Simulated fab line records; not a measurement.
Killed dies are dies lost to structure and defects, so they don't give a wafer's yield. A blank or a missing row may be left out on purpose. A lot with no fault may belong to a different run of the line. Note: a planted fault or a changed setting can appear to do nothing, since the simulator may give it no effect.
Chamber matching / flow n5-finfet / N5_GATE_CUT_SAC_CAP_01 on ald-sin-03: 4 sister chambers
The step material SiNx, target thk 24 nm, pulse time 1 s, ald cycles 480. 8 wafers are shown with their chamber, then 7 later ones without.

== WAFERS, EACH WITH ITS CHAMBER ==
wafer=L077.4; chamber=0; heater-power-w (W)=1044; precursor-pulse-height-rel=0.995
wafer=L077.6; chamber=0; heater-power-w (W)=1012; precursor-pulse-height-rel=0.959
wafer=L083.5; chamber=3; heater-power-w (W)=725; precursor-pulse-height-rel=0.976
wafer=L086.1; chamber=1; heater-power-w (W)=882; precursor-pulse-height-rel=1.004
wafer=L086.3; chamber=2; heater-power-w (W)=842; precursor-pulse-height-rel=0.982
wafer=L086.6; chamber=3; heater-power-w (W)=716; precursor-pulse-height-rel=1.018
wafer=L087.2; chamber=1; heater-power-w (W)=908; precursor-pulse-height-rel=1.005
wafer=L087.5; chamber=2; heater-power-w (W)=849; precursor-pulse-height-rel=1.014

== WAFERS WHOSE CHAMBER IS MISSING ==
wafer=L087.6; heater-power-w (W)=719; precursor-pulse-height-rel=1.005
wafer=L089.1; heater-power-w (W)=838; precursor-pulse-height-rel=1.004
wafer=L089.4; heater-power-w (W)=724; precursor-pulse-height-rel=0.978
wafer=L089.6; heater-power-w (W)=1039; precursor-pulse-height-rel=1.028
wafer=L095.2; heater-power-w (W)=865; precursor-pulse-height-rel=1.033
wafer=L095.5; heater-power-w (W)=1040; precursor-pulse-height-rel=1.007
wafer=L095.6; heater-power-w (W)=852; precursor-pulse-height-rel=0.999

== EACH ONE'S CHAMBER ==
wafer=L087.6; from the rows above=3; in truth=3
wafer=L089.1; from the rows above=2; in truth=2
wafer=L089.4; from the rows above=3; in truth=3
wafer=L089.6; from the rows above=0; in truth=0
wafer=L095.2; from the rows above=can't be placed: 2 or 1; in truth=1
wafer=L095.5; from the rows above=0; in truth=0
wafer=L095.6; from the rows above=2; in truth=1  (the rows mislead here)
Correct placement for 5 of the 7. From these rows, 1 cannot be placed; in 1 the true chamber is one of the candidates. Placed wrongly: 1.
How it was worked out, from the rows above alone: a wafer's distance from a chamber is the root of the sum, over the readings, of the square of ((its reading less the chamber's mean) divided by the reading's scatter). The wafer belongs to the nearest chamber; if the next one is less than 2 further off, it can't be placed. A chamber's mean is the mean of its shown wafers. The scatter: take each reading less its chamber's mean, square it, sum over the shown wafers, divide by the number of wafers less the number of chambers, and take the root.
